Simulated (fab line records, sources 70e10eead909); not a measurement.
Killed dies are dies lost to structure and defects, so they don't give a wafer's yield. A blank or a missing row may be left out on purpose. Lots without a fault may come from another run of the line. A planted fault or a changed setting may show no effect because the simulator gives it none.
fab line records | flow nand_harc
record lots=21 wafers=63 last_day=32
route steps=1302 shown A_CHANNEL_FILL_D2@621 A_STAIRCASE@652
lots that met no fault: from a run of the same line without faults
start_h: hours from the record's first day to the start of the lot's first wafer shown | wait_h: hours since the lot's step before | " the same as in the row above | L1.1+2: a row that stands for several wafers | - no value, or no start given | * or withheld: withheld | < > ~ a bound
route shown NAME@n: a module of which the file shows steps, and the number in the route of the first | usual: mean/standard deviation of fault-free wafers | same: alike in all rows | chamber/n: place in a boat | sites: the reading at each site | _std_site: their standard deviation | _edge_site: outer sites' mean less inner sites' | radius_mm: how far each site lies from the wafer's centre | mask NAME#n: copy n | behind: the tool/chamber that last shaped the wafer | hold: why the lot was held/for how many hours/how that ended | device: the transistor (n, p or np) that didn't switch | end of line: the same wafers' tests at the end of the route | a step without rows: its recipe alone | killed: dies lost to structure and defects at the first sort, not the wafer's yield | map: a wafer's dies, x killed, . not, _ none there
set.NAME: the setting as run; set.NAME@STEP: as run at that earlier step | model.NAME: the simulator's own value behind a step, which no gauge read
steps of the route over a sample of lots; a table a step, a row a wafer
services: from which hour (start_h, from the record's first day; less than 0 if before it) a tool's chamber was out of use, for how many hours, and why
## steps
# step NHARC_A_CHANNEL_FILL_D2_STRIP_28
# recipe time_s=20 o2_flow_sccm=500 ar_flow_sccm=0 bias_w=0 chemistry=O2
# usual drypump_motor_current_A=5.6/0.51 o2_flow_sccm=500.0/1.4 oes_product_au=0.999/0.011 rf_vpp_V=57.5/0.94 showerhead_plenum_p_Torr=3.44/0.15 throttle_valve_pct=17.035/0.0081
# same time_s=20
# columns lot.wafer tool chamber start_h wait_h drypump_motor_current_A o2_flow_sccm oes_product_au rf_hours_counter_h rf_vpp_V showerhead_plenum_p_Torr throttle_valve_pct
L074.3 rie_diel-13 0 304.15 0.1 5.8 499.4 1.005 5 57.8 3.38 17.039
L074.2 " 1 " " 6.3 500.0 0.987 5 56.9 3.35 17.031
L074.6 " 1 " " 6.3 500.6 1.005 - 56.9 3.35 17.036
L075.3 rie_diel-02 2 304.38 0.3 5.4 500.2 0.993 17 59.2 3.40 17.042
L075.5 " 3 " " 5.9 502.3 0.996 - 58.6 3.44 17.040
L075.6 " 0 " " 5.7 500.4 1.012 - 56.4 3.30 17.030
L076.4 rie_diel-11 3 331.17 0.1 4.7 499.4 0.994 2 55.4 3.31 17.022
L076.2 " 1 " " 5.8 500.3 0.992 2 57.5 3.63 17.049
L076.5 " 0 " " 5.4 499.9 0.987 - 58.2 3.73 17.027
L078.1 rie_diel-11 1 336.39 0.1 5.8 498.5 1.007 3 57.8 3.63 17.029
L078.4 " 2 " " 4.7 497.2 1.001 2 55.9 3.31 17.035
L078.6 " 1 " " 5.8 499.5 1.005 - 57.8 3.63 17.027
L079.3 rie_diel-11 1 346.69 0.1 5.8 499.7 0.988 3 59.4 3.63 17.037
L079.2 " 2 " " 4.7 500.6 0.970 2 56.2 3.31 17.040
L079.6 " 0 " " 5.4 498.7 0.991 - 58.2 3.73 17.029
L080.3 rie_diel-11 2 358.60 0.1 4.7 498.9 0.983 3 56.5 3.31 17.032
L080.1 " 1 " " 5.8 500.5 0.982 3 57.9 3.63 17.030
L080.5 " 2 " " 4.7 496.9 0.992 - 58.3 3.31 17.028
L077.3 rie_diel-13 2 358.63 0.1 6.1 499.1 1.009 1 57.1 3.64 17.038
L077.5 " 0 " " 5.8 500.0 1.024 - 59.0 3.38 17.018
L077.4 " 2 " " 6.1 499.1 1.008 - 57.4 3.64 17.040
L082.2 rie_diel-13 3 397.71 0.1 5.2 499.0 1.005 2 57.1 3.37 17.024
L082.4 " 0 " " 5.8 501.1 1.017 2 57.5 3.38 17.039
L082.3 " 1 " " 6.3 501.8 1.002 2 58.4 3.35 17.030
L083.2 rie_diel-11 0 397.73 0.1 5.4 500.2 0.982 3 58.8 3.73 17.039
L083.1 " 2 " " 4.7 500.2 0.995 3 57.5 3.31 17.047
L083.6 " 3 " " 4.7 498.0 1.002 - 56.5 3.30 17.047
L085.3 rie_diel-02 3 408.78 0.1 5.8 498.6 0.998 6 57.3 3.43 17.038
L085.1 " 2 " " 5.4 498.4 0.992 6 57.5 3.39 17.021
L085.6 " 3 " " 5.9 498.8 1.005 - 57.0 3.43 17.039
L084.2 rie_diel-13 2 408.80 0.1 6.1 499.1 0.981 3 57.7 3.63 17.037
L084.1 " 3 " " 5.2 497.0 1.002 2 57.2 3.37 17.040
L084.4 " 2 " " 6.1 500.7 0.990 - 58.2 3.63 17.038
L086.3 rie_diel-02 2 427.18 0.1 5.5 497.3 0.988 7 58.0 3.39 17.029
L086.2 " 0 " " 5.7 501.1 0.992 9 56.6 3.29 17.033
L086.6 " 3 " " 5.8 501.0 0.995 - 57.8 3.43 17.043
L087.1 rie_diel-13 3 427.19 0.1 5.2 499.1 1.006 3 57.8 3.37 17.040
L087.3 " 0 " " 5.8 498.9 1.010 3 55.9 3.38 17.039
L087.2 " 2 " " 6.1 498.0 0.998 4 57.5 3.63 17.024
L088.2 rie_diel-13 3 440.69 0.1 5.2 501.3 0.999 4 55.9 3.37 17.033
L088.4 " 2 " " 6.2 499.2 0.998 4 57.6 3.63 17.043
L088.5 " 3 " " 5.2 501.7 0.997 - 57.5 3.37 17.034
L090.3 rie_diel-13 3 454.13 0.1 5.2 499.9 0.990 4 57.4 3.37 17.042
L090.4 " 1 " " 6.3 497.9 0.986 3 58.2 3.35 17.027
L090.6 " 2 " " 6.2 499.6 0.992 - 59.3 3.63 17.022
L092.3 rie_diel-11 3 471.64 0.1 4.7 501.4 1.008 2 58.8 3.30 17.036
L092.6 " 3 " " 4.7 500.3 0.993 - 56.9 3.30 17.029
L092.5 " 0 " " 5.4 500.3 0.997 - 58.3 3.73 17.030
L091.1 rie_diel-13 1 471.65 0.1 6.2 503.2 0.992 3 58.6 3.35 17.035
L091.5 " 2 " " 6.1 497.0 0.993 - 58.5 3.63 17.043
L091.6 " 3 " " 5.2 501.2 0.995 - 56.8 3.37 17.028
L094.4 rie_diel-11 1 498.95 0.1 5.8 500.8 1.020 2 56.6 3.63 17.043
L094.6 " 3 " " 4.7 499.7 1.001 - 57.7 3.30 17.046
L094.5 " 0 " " 5.4 500.0 1.006 - 59.3 3.73 17.025
L093.2 rie_diel-02 3 498.97 0.1 5.9 500.8 0.998 19 58.2 3.43 17.027
L093.4 " 0 " " 5.7 498.6 1.000 21 57.8 3.28 17.041
L093.3 " 1 " " 6.2 499.8 1.010 20 57.5 3.41 17.026
L095.4 rie_diel-13 3 518.45 0.1 5.2 500.4 0.989 1 57.5 3.37 17.028
L095.2 " 0 " " 5.8 501.5 1.001 1 55.6 3.38 17.040
L095.5 " 2 " " 6.2 498.4 0.996 - 59.0 3.63 17.039
L097.1 rie_diel-13 0 531.48 0.1 5.8 498.5 0.993 1 56.1 3.38 17.037
L097.2 " 1 " " 6.3 501.1 1.000 1 56.0 3.35 17.035
L097.3 " 3 " " 5.2 500.0 0.994 1 58.4 3.37 17.034
# step NHARC_A_CHANNEL_FILL_D2_RTA_24
# recipe temp_c=1000 time_s=5
# usual anneal_temp_c_max=1004.6/0.85 lamp_power_pct=33.9/0.59 lamp_zone_4_pct=33.9/0.59 wafer_temp_C_max=1005.2/1.3
# same time_s=5
# columns lot.wafer tool chamber start_h wait_h anneal_temp_c_max lamp_power_pct lamp_zone_4_pct wafer_temp_C_max
L074.2 rtp_anneal-01 0 327.68 0.1 1004.0 33.2 33.2 1005.6
L074.3 " 0 " " 1004.3 33.2 33.3 1006.0
L074.6 " 0 " " 1004.2 33.2 33.2 1005.3
L075.3 rtp_anneal-02 0 327.88 0.2 1003.2 34.4 34.3 1004.1
L075.5 " 0 " " 1004.5 34.4 34.4 1003.7
L075.6 " 0 " " 1003.8 34.4 34.4 1005.4
L076.2 rtp_anneal-02 0 354.62 0.1 1004.6 34.4 34.3 1006.7
L076.4 " 0 " " 1003.6 34.4 34.4 1003.9
L076.5 " 0 " " 1005.7 34.4 34.4 1003.2
L078.1 rtp_anneal-01 0 360.10 0.0 1004.9 33.2 33.2 1006.6
L078.4 " 0 " " 1003.8 33.2 33.2 1007.1
L078.6 " 0 " " 1004.3 33.2 33.2 1006.8
L079.2 rtp_anneal-02 0 372.46 0.1 1005.0 34.4 34.5 1005.0
L079.3 " 0 " " 1005.8 34.5 34.4 1003.7
L079.6 " 0 " " 1005.4 34.4 34.4 1005.5
L080.1 rtp_anneal-01 0 382.05 0.0 1003.4 33.2 33.2 1006.7
L080.3 " 0 " " 1004.3 33.2 33.2 1007.4
L080.5 " 0 " " 1003.4 33.2 33.2 1006.8
L077.3 rtp_anneal-02 0 382.11 0.1 1003.7 34.3 34.4 1003.9
L077.4 " 0 " " 1004.4 34.3 34.4 1003.2
L077.5 " 0 " " 1005.2 34.4 34.4 1005.0
L083.1 rtp_anneal-02 0 420.95 0.0 1004.1 34.4 34.4 1005.1
L083.2 " 0 " " 1005.4 34.4 34.4 1003.9
L083.6 " 0 " " 1005.0 34.4 34.4 1004.1
L082.2 rtp_anneal-01 0 420.98 0.1 1004.5 33.2 33.2 1005.7
L082.3 " 0 " " 1005.6 33.2 33.2 1005.9
L082.4 " 0 " " 1005.4 33.2 33.2 1004.4
L085.1 rtp_anneal-01 0 432.38 0.0 1003.8 33.2 33.1 1007.1
L085.3 " 0 " " 1003.4 33.2 33.2 1006.7
L085.6 " 0 " " 1004.6 33.2 33.2 1005.9
L084.1 rtp_anneal-02 0 432.38 0.0 1004.6 34.4 34.4 1004.0
L084.2 " 0 " " 1004.4 34.4 34.4 1003.7
L084.4 " 0 " " 1003.5 34.4 34.4 1004.7
L086.2 rtp_anneal-01 0 450.60 0.1 1004.7 33.2 33.2 1005.0
L086.3 " 0 " " 1004.1 33.1 33.2 1005.9
L086.6 " 0 " " 1004.8 33.2 33.2 1008.6
L087.1 rtp_anneal-02 0 450.67 0.0 1004.7 34.4 34.4 1004.0
L087.2 " 0 " " 1006.1 34.3 34.4 1004.6
L087.3 " 0 " " 1005.6 34.4 34.4 1004.7
L088.2 rtp_anneal-02 0 466.03 0.2 1005.2 34.4 34.4 1004.1
L088.4 " 0 " " 1003.9 34.4 34.4 1004.0
L088.5 " 0 " " 1004.8 34.4 34.4 1004.2
L090.3 rtp_anneal-02 0 480.48 0.1 1006.3 34.4 34.4 1003.1
L090.4 " 0 " " 1004.4 34.4 34.4 1003.5
L090.6 " 0 " " 1004.2 34.4 34.5 1005.4
L091.1 rtp_anneal-02 0 495.27 0.0 1004.4 34.4 34.4 1004.5
L091.5 " 0 " " 1006.2 34.4 34.4 1004.8
L091.6 " 0 " " 1006.6 34.4 34.5 1004.4
L092.3 rtp_anneal-01 0 495.31 0.1 1005.0 33.2 33.1 1006.5
L092.5 " 0 " " 1004.7 33.2 33.2 1005.8
L092.6 " 0 " " 1004.3 33.2 33.2 1006.3
L094.4 rtp_anneal-02 0 522.59 0.1 1004.7 34.4 34.4 1004.5
L094.5 " 0 " " 1005.0 34.3 34.5 1006.8
L094.6 " 0 " " 1004.9 34.4 34.5 1005.8
L093.2 rtp_anneal-02 0 527.09 0.1 1005.0 34.4 34.4 1006.1
L093.3 " 0 " " 1005.4 34.4 34.5 1005.8
L093.4 " 0 " " 1005.8 34.4 34.4 1003.9
L095.2 rtp_anneal-01 0 542.10 0.1 1002.1 33.2 33.3 1006.3
L095.4 " 0 " " 1004.5 33.2 33.2 1006.4
L095.5 " 0 " " 1004.7 33.2 33.2 1006.9
L097.1 rtp_anneal-01 0 554.58 0.0 1004.1 33.2 33.2 1005.6
L097.2 " 0 " " 1004.4 33.2 33.2 1005.8
L097.3 " 0 " " 1003.6 33.2 33.2 1005.8
# step NHARC_A_CHANNEL_FILL_D2_INSPECT_13
# usual raw_defect_count=395/120
# columns lot.wafer tool chamber start_h wait_h raw_defect_count
L074.2 defect_inspect-01 - 327.85 0.1 348
L074.3 " - " " 268
L074.6 " - " " 428
L075.3 defect_inspect-01 - 328.02 0.1 352
L075.5 " - " " 252
L075.6 " - " " 760
L076.2 defect_inspect-02 - 354.79 0.1 616
L076.4 " - " " 386
L076.5 " - " " 391
L078.1 defect_inspect-02 - 360.30 0.2 331
L078.4 " - " " 350
L078.6 " - " " 363
L079.2 defect_inspect-02 - 372.63 0.1 426
L079.3 " - " " 480
L079.6 " - " " 610
L080.1 defect_inspect-01 - 382.25 0.2 230
L080.3 " - " " 236
L080.5 " - " " 297
L077.3 defect_inspect-02 - 382.25 0.1 284
L077.4 " - " " 449
L077.5 " - " " 361
L083.1 defect_inspect-02 - 421.15 0.2 356
L083.2 " - " " 516
L083.6 " - " " 405
L082.2 defect_inspect-01 - 421.15 0.1 351
L082.3 " - " " 378
L082.4 " - " " 265
L085.1 defect_inspect-01 - 432.57 0.2 334
L085.3 " - " " 289
L085.6 " - " " 278
L084.1 defect_inspect-02 - 432.58 0.2 226
L084.2 " - " " 308
L084.4 " - " " 406
L086.2 defect_inspect-02 - 450.77 0.1 440
L086.3 " - " " 468
L086.6 " - " " 657
L087.1 defect_inspect-01 - 450.87 0.2 414
L087.2 " - " " 552
L087.3 " - " " 374
L088.2 defect_inspect-02 - 466.21 0.1 235
L088.4 " - " " 346
L088.5 " - " " 159
L090.3 defect_inspect-02 - 480.62 0.1 365
L090.4 " - " " 489
L090.6 " - " " 394
L092.3 defect_inspect-02 - 495.45 0.1 354
L092.5 " - " " 437
L092.6 " - " " 575
L091.1 defect_inspect-01 - 495.47 0.2 420
L091.5 " - " " 350
L091.6 " - " " 278
L094.4 defect_inspect-02 - 522.71 0.1 544
L094.5 " - " " 451
L094.6 " - " " 493
L093.2 defect_inspect-02 - 527.26 0.1 433
L093.3 " - " " 363
L093.4 " - " " 288
L095.2 defect_inspect-02 - 542.27 0.1 410
L095.4 " - " " 515
L095.5 " - " " 390
L097.1 defect_inspect-01 - 554.78 0.2 419
L097.2 " - " " 310
L097.3 " - " " 378
# step NHARC_A_STAIRCASE_ETCH_170
# recipe target_depth_a=2000 time_s=66.667 ion_energy_ev=250 c4f6_flow_sccm=25 o2_flow_sccm=20 ar_flow_sccm=500 rf_w=600 bias_w=500 chemistry=C4F6/O2
# usual c4f6_flow_sccm=24.99/0.081 drypump_motor_current_A=5.5/0.49 o2_flow_sccm=20.00/0.06 oes_product_au=0.974/0.015 rf_vpp_V=547/3.5 showerhead_plenum_p_Torr=3.93/0.17 throttle_valve_pct=26.904/0.0098
# same time_s=66.667
# columns lot.wafer tool chamber start_h wait_h c4f6_flow_sccm drypump_motor_current_A o2_flow_sccm oes_product_au rf_hours_counter_h rf_vpp_V showerhead_plenum_p_Torr throttle_valve_pct
L074.3 rie_diel-01 3 - - 25.03 5.6 20.04 0.996 45 549 4.06 26.910
L074.2 " 0 " " 25.08 4.9 20.09 0.967 43 546 3.87 26.916
L074.6 " 3 " " 25.05 5.6 20.06 0.985 - 549 4.06 26.917
L075.3 rie_diel-01 0 - - 24.98 4.9 19.92 0.952 43 547 3.87 26.909
L075.5 " 1 " " 25.03 5.8 19.99 0.966 - 541 3.68 26.908
L075.6 " 2 " " 24.95 5.9 20.01 0.974 - 549 4.13 26.911
L076.2 rie_diel-01 2 - - 25.03 5.9 20.00 0.978 59 552 4.12 26.897
L076.4 " 3 " " 24.92 5.5 20.00 0.980 52 550 4.05 26.909
L076.5 " 0 " " 25.04 4.9 20.05 0.980 - 545 3.86 26.876
L078.4 rie_diel-07 0 - - 24.98 4.8 20.02 0.971 24 549 4.05 26.889
L078.1 " 2 " " 25.01 6.1 20.03 0.976 23 549 4.05 26.895
L078.6 " 0 " " 25.00 4.8 19.99 0.968 - 551 4.05 26.916
L079.2 rie_diel-07 3 - - 24.95 4.6 20.05 0.994 33 544 3.79 26.893
L079.3 " 0 " " 25.01 4.8 19.98 0.964 30 550 4.04 26.901
L079.6 " 1 " " 24.86 5.7 19.95 0.996 - 553 4.20 26.894
L077.3 rie_diel-07 0 - - 24.95 4.8 20.00 0.963 33 548 4.04 26.908
L077.4 " 2 " " 24.92 6.1 19.91 0.989 32 550 4.05 26.889
L077.5 " 0 " " 24.91 4.8 20.03 0.959 - 550 4.04 26.913
L080.3 rie_diel-08 0 - - 24.86 5.0 20.04 0.990 15 548 3.99 26.908
L080.1 " 1 " " 24.87 5.6 19.98 0.976 11 544 3.82 26.894
L080.5 " 2 " " 25.03 6.1 20.02 0.956 - 543 3.73 26.910
L083.2 rie_diel-08 2 - - 25.02 6.1 20.02 0.987 23 543 3.73 26.906
L083.1 " 3 " " 25.07 5.8 19.95 0.972 28 544 3.78 26.893
L083.6 " 0 " " 24.98 5.0 20.01 0.965 - 548 3.98 26.892
L082.4 rie_diel-01 3 - - 25.09 5.6 20.02 0.974 13 549 4.04 26.907
L082.3 " 1 " " 24.98 5.8 20.03 0.983 20 541 3.66 26.907
L082.2 " 2 " " 24.97 5.9 19.97 0.979 19 550 4.11 26.895
L084.2 rie_diel-01 1 - - 25.11 5.8 20.00 0.980 24 542 3.66 26.908
L084.4 " 3 " " 25.01 5.5 20.01 0.983 17 548 4.04 26.911
L084.1 " 0 " " 25.05 4.9 20.06 0.973 21 546 3.85 26.908
L085.3 rie_diel-01 0 - - 24.83 4.9 19.86 0.966 21 545 3.85 26.910
L085.1 " 1 " " 25.02 5.8 20.15 0.950 24 541 3.66 26.889
L085.6 " 3 " " 24.81 5.5 20.04 0.953 - 548 4.04 26.917
L086.2 rie_diel-01 0 - - 25.04 4.9 19.91 0.975 27 545 3.85 26.903
L086.3 " 2 " " 24.95 5.9 19.98 0.977 30 550 4.11 26.929
L086.6 " 0 " " 25.07 5.0 20.11 0.973 - 545 3.85 26.906
L087.2 rie_diel-01 2 - - 24.98 5.9 19.94 0.953 30 550 4.10 26.890
L087.1 " 3 " " 24.87 5.5 19.95 0.968 27 550 4.04 26.916
L087.3 " 0 " " 25.21 4.9 20.16 0.972 28 546 3.85 26.910
L088.4 rie_diel-07 2 - - 24.97 6.1 20.05 0.973 7 550 4.03 26.900
L088.2 " 3 " " 25.06 4.7 20.18 0.969 6 543 3.77 26.916
L088.5 " 0 " " 25.01 4.8 20.05 0.971 - 547 4.03 26.883
L090.4 rie_diel-07 1 - - 25.02 5.7 20.01 0.950 8 552 4.18 26.900
L090.3 " 3 " " 25.04 4.7 20.13 0.973 9 544 3.77 26.907
L090.6 " 1 " " 25.08 5.7 20.02 0.945 - 552 4.18 26.904
L092.3 rie_diel-07 2 - - 25.10 6.1 19.94 0.973 15 550 4.03 26.927
L092.5 " 3 " " 25.11 4.7 19.96 0.987 - 543 3.76 26.894
L092.6 " 0 " " 25.01 4.8 19.93 0.976 - 551 4.02 26.889
L091.1 rie_diel-07 0 - - 24.96 4.8 19.99 0.932 12 549 4.02 26.899
L091.6 " 2 " " 24.94 6.1 19.93 0.973 - 550 4.03 26.906
L091.5 " 3 " " 24.93 4.7 20.00 0.936 - 545 3.76 26.906
L094.6 rie_diel-07 3 - - 25.02 4.7 19.93 0.967 - 544 3.76 26.907
L094.5 " 1 " " 24.91 5.7 19.91 0.957 - 552 4.17 26.921
L094.4 " 2 " " 24.90 6.1 19.92 0.947 - 548 4.02 26.905
L093.3 rie_diel-01 2 - - 24.90 5.9 19.99 0.976 63 550 4.09 26.883
L093.2 " 3 " " 25.12 5.5 19.99 0.977 56 548 4.02 26.920
L093.4 " 0 " " 25.04 4.9 19.96 0.976 53 545 3.83 26.899
L095.2 rie_diel-08 0 - - 25.05 5.0 19.96 0.983 1 548 3.96 26.908
L095.4 " 1 " " 25.03 5.6 20.07 0.980 9 544 3.79 26.896
L095.5 " 0 " " 24.88 5.0 19.99 0.981 - 549 3.96 26.897
L097.3 rie_diel-08 3 - - 25.06 5.8 19.95 0.977 15 542 3.75 26.910
L097.2 " 0 " " 25.11 5.0 20.04 0.956 7 548 3.96 26.898
L097.1 " 1 " " 24.89 5.6 20.07 0.966 13 545 3.79 26.902
# step NHARC_A_STAIRCASE_TRIM_20
# recipe time_s=211.2 o2_flow_sccm=500 ar_flow_sccm=0 bias_w=0 chemistry=O2
# usual drypump_motor_current_A=5.5/0.46 o2_flow_sccm=500.3/1.3 oes_product_au=1.003/0.01 rf_vpp_V=57.8/0.93 showerhead_plenum_p_Torr=3.53/0.15 throttle_valve_pct=17.036/0.01
# same time_s=211.2
# columns lot.wafer tool chamber start_h wait_h drypump_motor_current_A o2_flow_sccm oes_product_au rf_hours_counter_h rf_vpp_V showerhead_plenum_p_Torr throttle_valve_pct
L074.3 rie_diel-08 1 331.79 0.1 5.6 501.5 1.028 55 57.5 3.44 17.041
L074.2 " 2 " " 6.1 499.6 0.991 51 56.8 3.36 17.029
L074.6 " 0 " " 5.0 500.6 0.994 - 58.4 3.60 17.020
L075.3 rie_diel-07 1 332.43 0.1 5.7 500.5 1.002 14 58.1 3.79 17.038
L075.5 " 0 " " 4.8 502.1 0.989 - 57.3 3.65 17.032
L075.6 " 1 " " 5.7 500.7 1.000 - 58.8 3.79 17.039
L076.2 rie_diel-08 1 358.97 0.1 5.6 502.3 1.004 2 58.1 3.44 17.039
L076.4 " 2 " " 6.1 501.3 1.013 2 56.6 3.36 17.036
L076.5 " 0 " " 5.0 501.6 1.018 - 56.7 3.60 17.030
L078.4 rie_diel-01 1 367.21 0.1 5.8 498.0 1.010 0 58.1 3.30 17.043
L078.1 " 3 " " 5.5 500.5 1.004 0 58.3 3.65 17.036
L078.6 " 0 " " 4.9 499.7 1.000 - 58.5 3.47 17.022
L079.3 rie_diel-07 3 376.91 0.1 4.7 504.1 1.024 34 57.2 3.40 17.044
L079.2 " 1 " " 5.7 500.7 1.009 26 58.9 3.79 17.016
L079.6 " 3 " " 4.7 501.4 1.026 - 58.3 3.40 17.044
L077.3 rie_diel-01 1 387.04 0.1 5.8 499.3 1.005 8 57.4 3.30 17.032
L077.4 " 2 " " 5.9 501.4 1.004 6 58.1 3.71 17.033
L077.5 " 2 " " 5.9 499.1 0.996 - 57.2 3.71 17.048
L080.3 rie_diel-01 0 388.06 0.1 4.9 501.2 1.008 7 58.5 3.47 17.025
L080.1 " 2 " " 5.9 500.1 1.007 7 57.7 3.71 17.047
L080.5 " 3 " " 5.6 499.7 0.999 - 57.7 3.64 17.040
L083.2 rie_diel-07 2 425.34 0.1 6.1 501.9 1.021 40 56.6 3.64 17.051
L083.1 " 3 " " 4.7 497.1 1.012 49 57.5 3.39 17.032
L083.6 " 1 " " 5.7 496.7 1.012 - 57.5 3.78 17.027
L082.3 rie_diel-07 1 425.52 0.1 5.7 501.0 1.003 43 56.6 3.78 17.057
L082.4 " 2 " " 6.1 501.4 1.016 41 58.0 3.64 17.042
L082.2 " 3 " " 4.7 498.9 1.007 49 57.5 3.39 17.034
L084.2 rie_diel-01 2 437.86 0.1 5.9 502.0 0.995 25 57.1 3.70 17.040
L084.4 " 3 " " 5.5 499.0 0.995 21 58.1 3.64 17.049
L084.1 " 1 " " 5.8 501.9 0.992 26 58.1 3.29 17.031
L085.3 rie_diel-08 3 438.09 0.1 5.8 499.9 1.013 33 57.1 3.40 17.036
L085.1 " 1 " " 5.6 501.5 0.986 25 56.3 3.43 17.035
L085.6 " 2 " " 6.1 498.9 1.001 - 57.3 3.35 17.031
L086.3 rie_diel-08 0 455.09 0.1 5.0 498.2 1.007 37 56.6 3.58 17.044
L086.2 " 2 " " 6.1 500.2 0.986 35 58.0 3.34 17.021
L086.6 " 0 " " 5.0 500.5 0.996 - 56.6 3.58 17.045
L087.3 rie_diel-07 1 456.91 0.1 5.7 499.9 1.015 0 58.5 3.77 17.024
L087.2 " 2 " " 6.1 501.1 0.997 0 58.7 3.63 17.038
L087.1 " 0 " " 4.8 502.7 0.988 0 56.7 3.62 17.044
L088.2 rie_diel-08 0 470.46 0.1 5.0 499.1 0.998 43 57.4 3.57 17.054
L088.4 " 2 " " 6.1 499.1 0.989 43 57.3 3.34 17.027
L088.5 " 3 " " 5.8 498.9 1.016 - 57.7 3.39 17.024
L090.4 rie_diel-07 1 484.73 0.1 5.7 498.7 1.011 8 58.9 3.77 17.020
L090.3 " 3 " " 4.7 500.8 1.011 9 56.8 3.38 17.058
L090.6 " 2 " " 6.1 499.3 0.999 - 58.1 3.63 17.047
L092.3 rie_diel-08 0 499.54 0.1 5.0 499.2 1.012 52 57.2 3.57 17.038
L092.5 " 2 " " 6.1 498.4 1.001 - 57.0 3.33 17.047
L092.6 " 3 " " 5.8 500.3 1.011 - 58.0 3.38 17.041
L091.1 rie_diel-01 2 502.32 0.1 5.9 499.5 0.993 51 57.3 3.68 17.037
L091.6 " 2 " " 5.8 501.5 1.008 - 59.3 3.68 17.030
L091.5 " 3 " " 5.5 499.0 1.015 - 57.5 3.62 17.041
L094.4 rie_diel-01 1 528.14 0.1 5.8 501.7 0.996 58 55.5 3.27 17.049
L094.6 " 1 " " 5.8 501.4 1.003 - 55.1 3.27 17.036
L094.5 " 2 " " 5.9 499.9 1.004 - 58.6 3.68 17.024
L093.2 rie_diel-07 3 534.53 0.1 4.7 501.3 0.995 33 55.8 3.37 17.029
L093.3 " 1 " " 5.7 499.5 1.005 28 58.8 3.76 17.028
L093.4 " 2 " " 6.1 502.3 0.983 - 58.5 3.61 17.038
L095.4 rie_diel-08 3 546.49 0.1 5.8 500.6 1.012 9 58.2 3.38 17.055
L095.2 " 0 " " 5.0 500.0 1.003 1 58.6 3.57 17.047
L095.5 " 2 " " 6.1 501.4 1.005 - 58.7 3.33 17.027
L097.3 rie_diel-01 0 558.76 0.1 4.9 500.5 1.017 6 58.2 3.44 17.033
L097.1 " 1 " " 5.8 499.2 1.009 6 59.1 3.80 17.045
L097.2 " 2 " " 5.9 502.1 1.016 6 58.1 3.67 17.055
# step NHARC_A_STAIRCASE_ETCH_188
# recipe target_depth_a=1000 time_s=40.5 ion_energy_ev=400 c4f8_flow_sccm=20 o2_flow_sccm=10 ar_flow_sccm=withheld rf_w=600 bias_w=1000 chemistry=C4F8/O2
# usual oes_product_au=0.943/0.013 rf_vpp_V=895/5.5
# same time_s=40.5
# columns lot.wafer tool chamber start_h wait_h oes_product_au rf_hours_counter_h rf_vpp_V
L074.3 rie_diel-01 2 - - 0.945 52 902
L074.2 " 3 " " 0.957 47 900
L074.6 " 1 " " 0.951 - 888
L075.3 rie_diel-07 1 - - 0.945 15 905
L075.5 " 3 " " 0.956 - 893
L075.6 " 0 " " 0.925 - 901
L076.2 rie_diel-07 3 - - 0.963 26 893
L076.4 " 0 " " 0.925 24 900
L076.5 " 2 " " 0.953 - 900
L078.4 rie_diel-01 2 - - 0.932 1 903
L078.1 " 3 " " 0.941 1 901
L078.6 " 1 " " 0.938 - 889
L079.3 rie_diel-07 1 - - 0.958 27 906
L079.2 " 2 " " 0.955 30 901
L079.6 " 0 " " 0.933 - 899
L077.3 rie_diel-08 0 - - 0.955 17 899
L077.4 " 0 " " 0.944 - 899
L077.5 " 2 " " 0.939 - 889
L080.1 rie_diel-08 3 - - 0.941 19 892
L080.3 " 0 " " 0.937 17 899
L080.5 " 0 " " 0.954 - 898
L083.2 rie_diel-01 3 - - 0.949 16 898
L083.1 " 1 " " 0.950 23 886
L083.6 " 3 " " 0.954 - 900
L082.4 rie_diel-08 2 - - 0.962 24 889
L082.3 " 3 " " 0.963 30 891
L082.2 " 0 " " 0.936 28 898
L084.4 rie_diel-07 3 - - 0.953 53 890
L084.2 " 0 " " 0.934 51 900
L084.1 " 1 " " 0.944 49 904
L085.3 rie_diel-01 2 - - 0.913 25 903
L085.1 " 0 " " 0.930 25 894
L085.6 " 3 " " 0.908 - 901
L086.2 rie_diel-01 3 - - 0.952 30 900
L086.3 " 1 " " 0.957 33 887
L086.6 " 0 " " 0.956 - 894
L087.1 rie_diel-08 3 - - 0.957 40 891
L087.3 " 0 " " 0.948 39 897
L087.2 " 1 " " 0.933 34 892
L088.4 rie_diel-01 0 - - 0.946 36 893
L088.2 " 1 " " 0.935 37 886
L088.5 " 0 " " 0.934 - 894
L090.3 rie_diel-01 0 - - 0.957 39 893
L090.4 " 1 " " 0.929 40 888
L090.6 " 1 " " 0.937 - 885
L092.3 rie_diel-08 3 - - 0.948 57 890
L092.6 " 2 " " 0.955 - 888
L092.5 " 3 " " 0.948 - 890
L091.1 rie_diel-08 2 - - 0.930 54 890
L091.6 " 0 " " 0.933 - 899
L091.5 " 1 " " 0.926 - 891
L094.5 rie_diel-08 2 - - 0.922 - 887
L094.4 " 3 " " 0.931 - 890
L094.6 " 1 " " 0.937 - 892
L093.2 rie_diel-08 3 - - 0.946 4 890
L093.3 " 1 " " 0.945 3 891
L093.4 " 3 " " 0.942 - 891
L095.2 rie_diel-07 2 - - 0.917 38 900
L095.4 " 3 " " 0.940 40 889
L095.5 " 0 " " 0.924 - 898
L097.3 rie_diel-01 2 - - 0.952 6 901
L097.2 " 3 " " 0.938 6 901
L097.1 " 0 " " 0.951 6 893
## services
# columns tool chamber start_h hours kind
rie_diel-02 - 283.30 0.2 repair
rie_diel-11 - 296.29 0.6 repair
rie_diel-01 - 299.53 0.1 repair
rie_diel-13 - 318.24 9.0 pm
rie_diel-08 - 344.08 9.0 pm
rtp_anneal-01 - 348.00 12.0 pm
rie_diel-13 1 357.43 3.5 repair
rie_diel-01 - 357.45 9.0 pm
rie_diel-07 2 388.69 8.6 repair
rie_diel-08 1 388.98 4.8 repair
rie_diel-11 - 408.50 9.0 pm
rie_diel-13 1 408.54 29.7 repair
rie_diel-11 1 421.65 16.5 repair
rie_diel-07 2 441.62 3.3 repair
rie_diel-01 0 445.29 6.0 repair
rie_diel-07 - 447.46 9.0 pm
rie_diel-13 3 451.05 2.7 repair
rie_diel-13 - 495.24 9.0 pm
rie_diel-07 0 505.31 35.7 repair
rie_diel-08 - 521.13 9.0 pm
rie_diel-08 0 531.37 11.6 repair
rie_diel-01 - 534.69 9.0 pm
rie_diel-08 2 535.16 2.0 repair
rie_diel-11 1 544.97 13.2 repair
## key
fault none
